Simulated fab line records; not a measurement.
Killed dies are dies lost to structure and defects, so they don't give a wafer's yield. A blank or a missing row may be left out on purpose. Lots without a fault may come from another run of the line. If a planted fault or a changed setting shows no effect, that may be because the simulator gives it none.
fab line records	flow nand-harc
record: lots: 24	wafers: 72	last-day: 34
route steps=1302 shown A_ONON_D2@550 A_CHANNEL_HOLE_D2@570 A_CHANNEL_FILL_D2@628
lots with no fault: from the same line, run without faults
start-h: start of the lot's first displayed wafer, in hours after the record's first day	wait-h: hours elapsed since this lot's preceding step	" the same as in the row above	L1.1+2: a single row standing in for several wafers	- either no value or no given start	* or withheld: withheld	< > ~ a bound
route shown NAME@n: a module of which the file shows steps, and the number in the route of the first	usual: average and standard deviation across the fault-free wafers	same: alike in all rows	chamber/n: place in a boat	sites: readings site by site	_std_site: how widely they spread, as a standard deviation	_edge_site: mean of outer sites minus mean of inner sites	radius-mm: for every site, how far away it sits from the centre of the wafer	mask NAME#n: copy n	behind: the tool/chamber that last shaped the wafer	hold: reason for holding the lot/hours on hold/outcome of the hold	device: which transistor (n, p or np) failed to switch	end of line: the same wafers' tests at the end of the route	a step with no rows: only its recipe	killed: not the wafer's yield, but the dies lost to structure and defects at the first sort	map: per-die view of a wafer (x killed, . not killed, _ where there is no die)
set.NAME: setting as actually run; set.NAME@STEP: the setting as run at that earlier step	model.NAME: the simulator's own value behind a step, which no gauge read
steps of the route over a sample of lots; a table a step, a row a wafer
services: from which hour (start-h, from the record's first day; less than 0 if before it) a tool's chamber was out of use, for how many hours, and why
== steps ==
step: NHARC_A_ONON_D2_THK_MEAS_08
recipe: thk-meas-gauge: ellipsometry
usual: thk-nm: 998/9.8
lot.wafer	tool	chamber	start-h	wait-h	thk-nm
L074.1	film-metro-01	-	266.72	-	988
L074.2	"	-	"	"	989
L074.4	"	-	"	"	987
L075.1	film-metro-01	-	289.46	-	989
L075.2	"	-	"	"	988
L075.5	"	-	"	"	989
L076.1	film-metro-02	-	289.65	-	1000
L076.2	"	-	"	"	1000
L076.4	"	-	"	"	1000
L077.1	film-metro-01	-	300.40	-	983
L077.2	"	-	"	"	984
L077.4	"	-	"	"	986
L078.2	film-metro-01	-	308.05	-	1007
L078.4	"	-	"	"	1006
L078.5	"	-	"	"	1008
L079.1	film-metro-02	-	323.75	-	982
L079.2	"	-	"	"	980
L079.4	"	-	"	"	980
L080.2	film-metro-01	-	334.49	-	1002
L080.3	"	-	"	"	1004
L080.5	"	-	"	"	1006
L081.4	film-metro-02	-	344.11	-	994
L081.5	"	-	"	"	996
L081.6	"	-	"	"	995
L083.2	film-metro-01	-	360.29	-	1013
L083.3	"	-	"	"	1016
L083.5	"	-	"	"	1016
L082.4	film-metro-02	-	360.30	-	1004
L082.5	"	-	"	"	1003
L082.6	"	-	"	"	1002
L084.1	film-metro-01	-	383.74	-	989
L084.2	"	-	"	"	986
L084.6	"	-	"	"	987
L085.2	film-metro-02	-	390.04	-	1008
L085.3	"	-	"	"	1004
L085.6	"	-	"	"	1005
L086.1	film-metro-01	-	390.04	-	1010
L086.3	"	-	"	"	1011
L086.4	"	-	"	"	1012
L087.4	film-metro-02	-	390.22	-	1008
L087.5	"	-	"	"	1008
L087.6	"	-	"	"	1008
L089.1	film-metro-02	-	412.36	-	1007
L089.2	"	-	"	"	1008
L089.4	"	-	"	"	1007
L088.2	film-metro-01	-	412.59	-	1005
L088.4	"	-	"	"	1004
L088.5	"	-	"	"	1005
L090.1	film-metro-01	-	435.59	-	986
L090.3	"	-	"	"	985
L090.4	"	-	"	"	984
L091.2	film-metro-01	-	450.11	-	988
L091.3	"	-	"	"	989
L091.6	"	-	"	"	987
L092.2	film-metro-02	-	450.11	-	1007
L092.3	"	-	"	"	1008
L092.5	"	-	"	"	1006
L093.2	film-metro-01	-	465.96	-	996
L093.3	"	-	"	"	994
L093.6	"	-	"	"	996
L094.1	film-metro-02	-	465.99	-	995
L094.3	"	-	"	"	992
L094.4	"	-	"	"	995
L095.2	film-metro-02	-	482.47	-	995
L095.4	"	-	"	"	995
L095.5	"	-	"	"	993
L096.2	film-metro-02	-	488.29	-	995
L096.4	"	-	"	"	995
L096.6	"	-	"	"	993
L097.1	film-metro-02	-	511.75	-	1009
L097.3	"	-	"	"	1009
L097.5	"	-	"	"	1008
step: NHARC_A_CHANNEL_HOLE_D2_DEP_00
recipe: target-thk-a: 31000	temp-c: 400	material: aC
usual: throttle-valve-pct: 35.000/0.0089
lot.wafer	tool	chamber	start-h	wait-h	throttle-valve-pct
L074.1	acl-dep-03	0	283.34	5.4	34.997
L074.2	"	0	"	"	34.998
L074.4	"	0	"	"	34.999
L075.1	acl-dep-02	0	300.83	0.1	35.002
L075.2	"	0	"	"	35.006
L075.5	"	0	"	"	34.989
L076.1	acl-dep-01	0	301.75	1.0	35.014
L076.2	"	0	"	"	34.991
L076.4	"	0	"	"	35.011
L077.1	acl-dep-02	0	311.81	0.1	35.008
L077.2	"	0	"	"	34.998
L077.4	"	0	"	"	35.006
L078.2	acl-dep-01	0	320.53	0.5	35.008
L078.4	"	0	"	"	34.993
L078.5	"	0	"	"	34.994
L079.1	acl-dep-01	0	335.13	0.1	34.999
L079.2	"	0	"	"	35.008
L079.4	"	0	"	"	35.003
L080.2	acl-dep-01	0	346.25	0.4	34.995
L080.3	"	0	"	"	34.978
L080.5	"	0	"	"	34.997
L081.4	acl-dep-01	0	360.01	3.5	35.005
L081.5	"	0	"	"	34.999
L081.6	"	0	"	"	34.984
L082.4	acl-dep-02	0	373.73	1.5	34.998
L082.5	"	0	"	"	35.008
L082.6	"	0	"	"	35.000
L083.2	acl-dep-03	0	374.30	1.7	34.982
L083.3	"	0	"	"	34.996
L083.5	"	0	"	"	34.985
L084.1	acl-dep-03	0	398.29	1.8	35.013
L084.2	"	0	"	"	35.009
L084.6	"	0	399.87	3.4	35.001
L085.2	acl-dep-02	0	401.75	0.4	34.999
L085.3	"	0	"	"	34.996
L085.6	"	0	"	"	35.006
L087.4	acl-dep-03	0	402.84	1.5	35.003
L087.5	"	0	"	"	34.996
L087.6	"	0	"	"	35.023
L086.1	acl-dep-02	0	403.33	1.8	35.007
L086.3	"	0	"	"	35.010
L086.4	"	0	"	"	34.998
L089.1	acl-dep-03	0	424.16	0.1	34.993
L089.2	"	0	"	"	35.011
L089.4	"	0	"	"	34.985
L088.2	acl-dep-02	0	424.68	0.4	35.006
L088.4	"	0	"	"	34.999
L088.5	"	0	"	"	35.011
L090.1	acl-dep-01	0	450.49	2.4	34.989
L090.3	"	0	"	"	35.008
L090.4	"	0	"	"	34.996
L091.2	acl-dep-03	0	462.51	0.5	34.999
L091.3	"	0	"	"	35.000
L091.6	"	0	"	"	34.985
L092.2	acl-dep-01	0	464.06	1.9	34.992
L092.3	"	0	"	"	35.007
L092.5	"	0	"	"	34.999
L094.1	acl-dep-01	0	478.01	0.1	35.007
L094.3	"	0	"	"	35.003
L094.4	"	0	"	"	35.011
L093.2	acl-dep-02	0	478.27	0.4	35.001
L093.3	"	0	"	"	34.999
L093.6	"	0	"	"	34.982
L095.2	acl-dep-01	0	499.78	5.1	35.002
L095.4	"	0	"	"	35.000
L095.5	"	0	"	"	34.982
L096.2	acl-dep-03	0	503.37	3.8	35.008
L096.4	"	0	"	"	34.996
L096.6	"	0	"	"	34.993
L097.1	acl-dep-01	0	524.53	0.5	34.995
L097.3	"	0	"	"	34.992
L097.5	"	0	"	"	35.003
step: NHARC_A_CHANNEL_HOLE_D2_DESCUM_15
recipe: time-s: 3	o2-flow-sccm: 200	ar-flow-sccm: 0	bias-power-w: 0	chemistry: O2
usual: drypump-motor-current-A: 5.8/0.52	oes-product-au: 1.002/0.0092	rf-vpp-V: 57.9/0.85	showerhead-plenum-p-Torr: 1.95/0.092	throttle-valve-pct: 11.311/0.0091
lot.wafer	tool	chamber	start-h	wait-h	drypump-motor-current-A	oes-product-au	rf-hours-counter-h	rf-vpp-V	showerhead-plenum-p-Torr	throttle-valve-pct
L074.2	rie-diel-13	1	286.18	0.1	6.2	0.987	5.7	57.6	1.92	11.302
L074.4	"	2	"	"	5.6	0.999	5.7	58.0	1.82	11.323
L074.1	"	3	"	"	6.5	1.005	5.9	58.8	1.87	11.310
L075.2	rie-diel-10	2	303.65	0.1	5.0	1.009	2.8	58.3	2.05	11.330
L075.1	"	3	"	"	5.2	0.994	3.9	57.7	2.05	11.317
L075.5	"	1	"	"	5.4	0.989	-	55.7	1.80	11.329
L076.1	rie-diel-13	2	304.58	0.1	5.5	0.990	6.7	56.5	1.82	11.302
L076.2	"	0	"	"	6.2	0.993	6.7	57.5	2.01	11.301
L076.4	"	0	"	"	6.2	0.995	-	57.5	2.01	11.302
L077.4	rie-diel-10	1	314.64	0.1	5.4	0.989	3.1	57.4	1.80	11.307
L077.2	"	2	"	"	5.0	1.004	3.5	58.3	2.05	11.297
L077.1	"	0	"	"	6.6	1.024	4.3	56.0	1.89	11.305
L078.4	rie-diel-13	1	323.12	0.1	6.2	0.998	8.1	58.9	1.92	11.312
L078.2	"	2	"	"	5.5	0.998	7.7	56.7	1.82	11.317
L078.5	"	0	"	"	6.2	1.005	-	57.9	2.01	11.309
L079.4	rie-diel-05	1	337.93	0.1	5.1	0.991	4.8	56.8	2.05	11.306
L079.2	"	2	"	"	5.7	1.004	5.5	59.2	2.05	11.299
L079.1	"	3	"	"	6.2	0.987	4.9	58.7	2.03	11.304
L080.2	rie-diel-05	3	348.77	0.1	6.2	0.988	5.9	57.5	2.03	11.314
L080.3	"	1	"	"	5.1	1.009	5.5	57.7	2.05	11.311
L080.5	"	3	"	"	6.2	0.997	-	57.3	2.03	11.310
L081.4	rie-diel-13	1	361.89	0.1	6.2	1.006	0.8	57.3	1.92	11.310
L081.6	"	0	"	"	6.3	1.003	-	59.4	2.01	11.308
L081.5	"	1	"	"	6.2	0.992	-	57.4	1.92	11.315
L082.4	rie-diel-05	2	375.50	0.1	5.7	1.000	8.0	57.6	2.05	11.304
L082.5	"	2	"	"	5.7	1.003	-	58.6	2.05	11.312
L082.6	"	3	"	"	6.2	0.990	-	59.3	2.03	11.314
L083.3	rie-diel-13	3	376.86	0.1	6.6	1.012	0.7	57.1	1.87	11.334
L083.2	"	0	"	"	6.2	1.005	1.8	58.0	2.01	11.308
L083.5	"	2	"	"	5.5	0.987	-	57.4	1.81	11.324
L084.1	rie-diel-13	1	401.00	0.1	6.2	0.984	3.2	57.2	1.92	11.311
L084.2	"	3	"	"	6.5	1.015	2.4	57.4	1.87	11.323
L084.6	"	0	"	"	6.2	1.000	-	58.7	2.01	11.313
L085.3	rie-diel-13	2	404.26	0.1	5.6	1.003	3.4	57.9	1.81	11.303
L085.2	"	3	"	"	6.5	1.014	3.1	56.6	1.87	11.319
L085.6	"	2	"	"	5.5	0.987	-	57.2	1.81	11.308
L087.4	rie-diel-05	1	404.72	0.1	5.1	0.991	8.4	58.0	2.05	11.307
L087.6	"	1	"	"	5.1	0.995	-	56.8	2.05	11.310
L087.5	"	2	"	"	5.7	1.009	-	56.8	2.05	11.324
L086.3	rie-diel-05	0	406.15	0.1	5.9	1.006	9.1	56.6	1.93	11.295
L086.1	"	3	"	"	6.2	0.987	10.5	57.8	2.03	11.309
L086.4	"	2	"	"	5.7	1.012	-	57.5	2.05	11.291
L089.4	rie-diel-05	0	427.01	0.1	6.0	1.006	0.1	57.8	1.93	11.317
L089.2	"	1	"	"	5.1	0.995	0.0	59.3	2.05	11.305
L089.1	"	2	"	"	5.7	0.999	0.1	58.0	2.05	11.312
L088.2	rie-diel-13	1	427.21	0.1	6.2	0.987	5.3	56.7	1.92	11.311
L088.4	"	2	"	"	5.5	0.989	5.1	57.9	1.81	11.305
L088.5	"	0	"	"	6.2	1.006	-	58.9	2.01	11.318
L090.4	rie-diel-10	1	453.30	0.1	5.4	1.001	1.9	58.4	1.80	11.308
L090.3	"	3	"	"	5.2	0.991	1.8	58.3	2.05	11.313
L090.1	"	0	"	"	6.6	1.004	1.5	57.0	1.89	11.296
L091.3	rie-diel-10	0	464.92	0.1	6.7	1.009	3.2	57.1	1.89	11.319
L091.2	"	1	"	"	5.4	0.999	3.0	57.7	1.80	11.312
L091.6	"	2	"	"	5.0	1.005	-	57.9	2.04	11.332
L092.3	rie-diel-10	0	466.44	0.1	6.6	1.013	3.8	57.0	1.89	11.318
L092.2	"	3	"	"	5.2	1.001	4.1	57.9	2.05	11.293
L092.5	"	1	"	"	5.4	1.007	-	56.7	1.80	11.303
L093.2	rie-diel-13	0	480.80	0.1	6.2	1.005	7.3	56.9	2.01	11.296
L093.3	"	1	"	"	6.2	1.011	7.6	58.4	1.92	11.323
L093.6	"	1	"	"	6.2	1.004	-	58.6	1.92	11.308
L094.3	rie-diel-05	1	480.96	0.1	5.1	1.002	2.1	58.5	2.05	11.313
L094.4	"	2	"	"	5.7	0.981	2.2	58.3	2.05	11.305
L094.1	"	3	"	"	6.2	0.998	2.4	59.3	2.02	11.307
L095.4	rie-diel-10	0	502.16	0.1	6.7	1.018	5.3	57.6	1.89	11.293
L095.2	"	1	"	"	5.4	1.003	5.2	57.0	1.80	11.310
L095.5	"	1	"	"	5.4	1.003	-	56.9	1.80	11.301
L096.4	rie-diel-13	2	506.00	0.1	5.5	1.003	8.4	59.3	1.81	11.313
L096.2	"	1	"	"	6.2	0.986	8.7	58.2	1.92	11.305
L096.6	"	3	"	"	6.5	1.018	-	57.8	1.87	11.310
L097.3	rie-diel-10	3	527.38	0.1	5.2	0.991	7.4	58.8	2.05	11.308
L097.1	"	0	"	"	6.7	1.016	7.2	56.9	1.89	11.317
L097.5	"	2	"	"	5.0	1.019	-	59.5	2.04	11.331
step: NHARC_A_CHANNEL_HOLE_D2_CD_MEAS_31
usual: cd-nm: 89.8/1.4
lot.wafer	tool	chamber	start-h	wait-h	cd-nm
L074.1	cd-sem-03	-	295.57	-	90.7
L074.2	"	-	"	"	89.4
L074.4	"	-	"	"	88.2
L075.1	cd-sem-01	-	310.34	-	88.9
L075.2	"	-	"	"	89.3
L075.5	"	-	"	"	91.4
L076.1	cd-sem-02	-	313.54	-	92.2
L076.2	"	-	"	"	89.2
L076.4	"	-	"	"	90.2
L077.1	cd-sem-02	-	321.37	-	90.8
L077.2	"	-	"	"	89.3
L077.4	"	-	"	"	90.0
L078.2	cd-sem-03	-	333.84	-	89.8
L078.4	"	-	"	"	89.2
L078.5	"	-	"	"	89.7
L079.1	cd-sem-03	-	344.61	-	90.8
L079.2	"	-	"	"	91.6
L079.4	"	-	"	"	89.9
L080.2	cd-sem-03	-	355.62	-	89.9
L080.3	"	-	"	"	91.1
L080.5	"	-	"	"	89.8
L081.4	cd-sem-03	-	370.96	-	89.8
L081.5	"	-	"	"	89.6
L081.6	"	-	"	"	90.3
L082.4	cd-sem-02	-	383.72	-	90.2
L082.5	"	-	"	"	90.0
L082.6	"	-	"	"	91.5
L083.2	cd-sem-03	-	383.98	-	90.2
L083.3	"	-	"	"	92.1
L083.5	"	-	"	"	88.1
L084.1	cd-sem-03	-	407.69	-	88.6
L084.2	"	-	"	"	89.4
L084.6	"	-	"	"	88.0
L085.2	cd-sem-03	-	410.94	-	90.7
L085.3	"	-	"	"	90.0
L085.6	"	-	"	"	89.8
L087.4	cd-sem-01	-	411.85	-	89.6
L087.5	"	-	"	"	88.3
L087.6	"	-	"	"	88.4
L086.1	cd-sem-03	-	415.14	0.1	88.7
L086.3	"	-	"	"	86.8
L086.4	"	-	"	"	91.3
L089.1	cd-sem-03	-	433.74	0.1	89.1
L089.2	"	-	"	"	88.8
L089.4	"	-	"	"	88.9
L088.2	cd-sem-02	-	433.89	-	89.9
L088.4	"	-	"	"	91.0
L088.5	"	-	"	"	92.8
L090.1	cd-sem-02	-	459.99	-	90.7
L090.3	"	-	"	"	91.8
L090.4	"	-	"	"	90.8
L091.2	cd-sem-03	-	472.66	-	89.3
L091.3	"	-	"	"	90.8
L091.6	"	-	"	"	90.8
L092.2	cd-sem-01	-	473.67	-	90.1
L092.3	"	-	"	"	88.7
L092.5	"	-	"	"	90.3
L093.2	cd-sem-02	-	487.51	-	91.7
L093.3	"	-	"	"	89.9
L093.6	"	-	"	"	90.0
L094.1	cd-sem-01	-	489.30	-	87.8
L094.3	"	-	"	"	87.1
L094.4	"	-	"	"	89.3
L095.2	cd-sem-01	-	508.86	-	90.0
L095.4	"	-	"	"	89.1
L095.5	"	-	"	"	87.4
L096.2	cd-sem-01	-	512.71	-	91.2
L096.4	"	-	"	"	92.2
L096.6	"	-	"	"	91.2
L097.1	cd-sem-01	-	534.07	-	89.0
L097.3	"	-	"	"	91.9
L097.5	"	-	"	"	89.6
step: NHARC_A_CHANNEL_HOLE_D2_XSEM_32
recipe: landing-energy-ev: 35000
usual: bot-cd-nm: 74.0/1.4	bow-nm: 8.6/0.32	tilt-deg: 0.07/0.043
lot.wafer	tool	chamber	start-h	wait-h	bot-cd-nm	bow-nm	tilt-deg
L074.1	xsem-02	0	295.66	0.1	75.4	8.3	0.09
L074.2	"	0	"	"	73.9	8.3	0.08
L074.4	"	0	"	"	72.9	8.3	0.08
L075.1	xsem-02	0	310.43	0.1	72.2	8.6	0.03
L075.2	"	0	"	"	72.6	8.6	0.03
L075.5	"	0	"	"	75.3	8.6	0.03
L076.1	xsem-01	0	313.63	0.1	76.0	8.2	0.04
L076.2	"	0	"	"	73.2	8.1	0.04
L076.4	"	0	"	"	74.5	8.2	0.04
L077.1	xsem-02	0	321.46	0.1	76.1	9.6	0.19
L077.2	"	0	"	"	74.2	9.6	0.19
L077.4	"	0	"	"	75.1	9.5	0.19
L078.2	xsem-01	0	333.93	0.1	73.5	8.7	0.07
L078.4	"	0	"	"	72.1	8.5	0.07
L078.5	"	0	"	"	73.5	8.6	0.07
L079.1	xsem-02	0	344.71	0.1	73.8	8.3	0.05
L079.2	"	0	"	"	74.9	8.4	0.05
L079.4	"	0	"	"	73.0	8.4	0.05
L080.2	xsem-02	0	355.72	0.1	74.7	8.7	0.06
L080.3	"	0	"	"	76.4	8.7	0.06
L080.5	"	0	"	"	75.2	8.7	0.06
L081.4	xsem-01	0	371.05	0.1	74.0	8.8	0.08
L081.5	"	0	"	"	72.8	8.7	0.08
L081.6	"	0	"	"	74.9	8.8	0.07
L082.4	xsem-02	0	383.81	0.1	75.1	9.1	0.01
L082.5	"	0	"	"	74.5	9.1	0.01
L082.6	"	0	"	"	75.9	9.1	0.01
L083.2	xsem-02	0	384.07	0.1	73.5	8.4	0.08
L083.3	"	0	"	"	75.2	8.5	0.08
L083.5	"	0	"	"	71.1	8.4	0.08
L084.1	xsem-01	0	407.78	0.1	72.2	8.5	0.00
L084.2	"	0	"	"	73.7	8.5	0.00
L084.6	"	0	"	"	72.7	8.4	0.00
L085.2	xsem-02	0	411.04	0.1	74.2	8.3	0.15
L085.3	"	0	"	"	73.0	8.3	0.15
L085.6	"	0	"	"	72.8	8.3	0.15
L087.4	xsem-01	0	411.94	0.1	74.3	8.7	0.06
L087.5	"	0	"	"	72.9	8.6	0.06
L087.6	"	0	"	"	73.5	8.7	0.06
L086.1	xsem-02	0	415.23	0.1	72.9	8.5	0.05
L086.3	"	0	"	"	70.3	8.5	0.05
L086.4	"	0	"	"	76.0	8.5	0.05
L089.1	xsem-01	0	433.82	0.1	72.5	9.0	0.08
L089.2	"	0	"	"	72.8	9.0	0.08
L089.4	"	0	"	"	73.7	9.0	0.08
L088.2	xsem-02	0	433.98	0.1	74.0	8.5	0.14
L088.4	"	0	"	"	74.4	8.5	0.14
L088.5	"	0	"	"	76.4	8.5	0.14
L090.1	xsem-02	0	460.08	0.1	75.8	8.7	0.04
L090.3	"	0	"	"	75.9	8.8	0.04
L090.4	"	0	"	"	75.5	8.6	0.04
L091.2	xsem-02	0	472.75	0.1	73.4	9.0	0.05
L091.3	"	0	"	"	75.3	9.0	0.05
L091.6	"	0	"	"	75.4	8.9	0.05
L092.2	xsem-01	0	473.75	0.1	74.8	8.1	0.03
L092.3	"	0	"	"	72.7	8.2	0.02
L092.5	"	0	"	"	74.0	8.1	0.03
L093.2	xsem-02	0	487.60	0.1	75.9	8.6	0.05
L093.3	"	0	"	"	74.6	8.6	0.05
L093.6	"	0	"	"	74.3	8.6	0.05
L094.1	xsem-01	0	489.38	0.1	72.3	8.6	0.09
L094.3	"	0	"	"	71.3	8.6	0.09
L094.4	"	0	"	"	74.5	8.6	0.09
L095.2	xsem-01	0	508.94	0.1	74.3	8.8	0.11
L095.4	"	0	"	"	73.0	8.8	0.11
L095.5	"	0	"	"	72.1	8.9	0.11
L096.2	xsem-02	0	512.80	0.1	75.7	8.4	0.09
L096.4	"	0	"	"	76.6	8.4	0.09
L096.6	"	0	"	"	75.1	8.4	0.09
L097.1	xsem-01	0	534.15	0.1	73.3	8.5	0.06
L097.3	"	0	"	"	75.0	8.5	0.06
L097.5	"	0	"	"	74.0	8.5	0.06
step: NHARC_A_CHANNEL_FILL_D2_ETCHBACK_08
recipe: target-depth-a: 2200	time-s: 110	c4f8-flow-sccm: 20	ar-flow-sccm: withheld	rf-w: 600	bias-w: 300	chemistry: C4F8
usual: oes-product-au: 0.97/0.036	rf-vpp-V: 440.7/2.6
lot.wafer	tool	chamber	start-h	wait-h	oes-product-au	rf-hours-counter-h	rf-vpp-V
L074.4	rie-diel-03	0	-	-	0.94	2	439.0
L074.2	"	1	"	"	0.91	2	438.8
L074.1	"	3	"	"	0.93	2	441.0
L075.2	rie-diel-03	2	-	-	0.99	2	438.7
L075.1	"	3	"	"	0.98	2	440.2
L075.5	"	1	"	"	0.98	-	439.4
L076.1	rie-diel-12	1	-	-	0.94	2	445.2
L076.2	"	3	"	"	0.91	2	437.6
L076.4	"	0	"	"	0.90	2	446.4
L077.2	rie-diel-03	1	-	-	0.92	2	439.3
L077.4	"	3	"	"	0.91	2	441.0
L077.1	"	0	"	"	0.93	2	441.2
L078.2	rie-diel-12	1	-	-	0.92	3	444.6
L078.4	"	3	"	"	0.92	3	436.3
L078.5	"	2	"	"	0.91	-	444.4
L079.1	rie-diel-03	0	-	-	1.01	3	438.8
L079.2	"	1	"	"	1.00	3	439.3
L079.4	"	2	"	"	0.99	3	439.8
L080.2	rie-diel-03	0	-	-	0.94	3	439.4
L080.3	"	1	"	"	0.91	3	440.8
L080.5	"	1	"	"	0.93	-	438.1
L081.4	rie-diel-03	0	-	-	0.94	-	440.2
L081.6	"	1	"	"	0.92	-	439.9
L081.5	"	2	"	"	0.93	-	438.9
L083.3	rie-diel-03	1	-	-	0.99	4	438.6
L083.2	"	3	"	"	0.99	4	441.5
L083.5	"	1	"	"	0.99	-	437.8
L082.4	rie-diel-12	2	-	-	0.91	4	445.2
L082.5	"	0	"	"	0.90	-	443.7
L082.6	"	1	"	"	0.93	-	444.3
L085.3	rie-diel-03	2	-	-	1.00	4	438.5
L085.2	"	0	"	"	1.00	4	441.1
L085.6	"	1	"	"	0.99	-	439.5
L084.2	rie-diel-04	0	-	-	0.99	18	437.5
L084.1	"	1	"	"	1.02	16	446.6
L084.6	"	2	"	"	1.01	-	438.1
L087.4	rie-diel-03	3	-	-	0.98	4	442.2
L087.5	"	2	"	"	1.00	-	438.0
L087.6	"	3	"	"	0.98	-	441.9
L086.4	rie-diel-12	1	-	-	0.98	0	444.6
L086.3	"	2	"	"	0.98	0	443.3
L086.1	"	3	"	"	1.00	0	437.0
L089.2	rie-diel-03	2	-	-	1.01	0	438.5
L089.4	"	0	"	"	1.01	0	441.0
L089.1	"	1	"	"	1.00	0	439.2
L088.2	rie-diel-12	1	-	-	0.98	1	443.9
L088.4	"	2	"	"	0.97	1	443.5
L088.5	"	0	"	"	0.99	-	446.9
L090.4	rie-diel-03	1	-	-	0.91	1	439.3
L090.3	"	2	"	"	0.92	1	438.4
L090.1	"	3	"	"	0.94	1	440.1
L091.2	rie-diel-12	2	-	-	0.97	2	443.8
L091.3	"	3	"	"	0.98	2	438.0
L091.6	"	3	"	"	0.98	-	437.5
L092.3	rie-diel-03	0	-	-	1.01	2	439.9
L092.2	"	2	"	"	1.00	2	438.4
L092.5	"	1	"	"	0.99	-	439.1
L094.4	rie-diel-03	3	-	-	1.01	2	441.1
L094.3	"	1	"	"	1.00	2	438.4
L094.1	"	2	"	"	0.99	2	438.4
L093.3	rie-diel-12	1	-	-	0.94	3	446.5
L093.2	"	0	"	"	0.96	2	445.2
L093.6	"	2	"	"	0.95	-	443.9
L096.2	rie-diel-03	0	-	-	0.93	3	440.3
L096.4	"	1	"	"	0.92	-	439.5
L096.6	"	3	"	"	0.93	-	440.7
L095.2	rie-diel-03	0	-	-	1.00	3	438.8
L095.4	"	0	"	"	0.99	-	439.0
L095.5	"	1	"	"	0.99	-	439.2
L097.1	rie-diel-03	3	-	-	1.00	3	441.7
L097.3	"	1	"	"	0.98	3	439.0
L097.5	"	2	"	"	0.99	-	439.2
== services ==
tool	chamber	start-h	hours	kind
rie-diel-12	-	268.40	9.0	pm
rie-diel-03	-	281.37	9.0	pm
rie-diel-03	1	293.91	5.2	repair
acl-dep-03	-	299.34	13.0	pm
rie-diel-12	-	314.29	0.8	repair
rie-diel-13	3	333.51	26.8	repair
rie-diel-13	-	342.00	9.0	pm
rie-diel-10	2	342.09	7.5	repair
rie-diel-03	-	342.98	0.5	repair
acl-dep-02	-	348.14	8.1	repair
rie-diel-10	-	362.31	1.3	repair
rie-diel-10	1	370.06	4.9	repair
acl-dep-01	-	371.92	13.0	pm
xsem-01	-	374.00	14.0	pm
rie-diel-03	-	399.88	2.0	repair
rie-diel-05	-	407.28	9.0	pm
rie-diel-03	3	412.31	1.4	repair
xsem-02	-	445.29	0.8	repair
rie-diel-13	-	452.52	4.7	repair
rie-diel-03	-	458.37	9.0	pm
rie-diel-13	-	519.00	9.0	pm
rie-diel-03	2	552.51	10.6	repair
acl-dep-01	-	553.32	13.0	pm
rie-diel-13	2	562.06	2.4	repair
== key ==
fault none
